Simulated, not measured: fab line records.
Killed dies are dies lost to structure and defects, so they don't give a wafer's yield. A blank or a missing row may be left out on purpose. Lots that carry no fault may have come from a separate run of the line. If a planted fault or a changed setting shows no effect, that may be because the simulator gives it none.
Chamber matching | flow n5 finfet | rie diel-04 running N5_BEOL_M0_CUTY_DESCUM_61: 4 sister chambers
The step chemistry O2, time 7.9 s. 4 wafers are shown with their chamber, then 7 later ones without.

== WAFERS PAIRED WITH THEIR CHAMBERS ==
wafer  | chamber | showerhead plenum p Torr (Torr)
L235.1 | 0       | 2.05
L235.6 | 2       | 2.00
L239.1 | 3       | 2.15
L239.2 | 1       | 2.23

== WAFERS WHOSE CHAMBER IS MISSING ==
wafer  | showerhead plenum p Torr (Torr)
L239.4 | 2.15
L241.1 | 2.23
L241.4 | 2.15
L241.6 | 2.23
L245.4 | 2.23
L245.5 | 2.15
L245.6 | 2.26

== WHICH CHAMBER EACH ONE RAN IN ==
wafer  | from the rows above | in truth
L239.4 | 3                   | 3
L241.1 | 1                   | 1
L241.4 | 3                   | 3
L241.6 | 1                   | 1
L245.4 | 1                   | 1
L245.5 | 3                   | 3
L245.6 | 1                   | 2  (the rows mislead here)
Correctly placed: 6 of 7. Can't be placed from these rows: 0. Placed wrongly: 1.
How it was worked out, from the rows above alone: a wafer's distance from a chamber is the root of the sum, over the readings, of the square of ((its reading less the chamber's mean) divided by the reading's scatter). The wafer belongs to the nearest chamber; if the next one is less than 2 further off, it can't be placed. For every chamber, the mean is computed from those of its wafers that are shown. The scatter (one wafer shown for each chamber): square how far every hidden wafer sits from the nearest shown wafer, average those squares and take the square root.
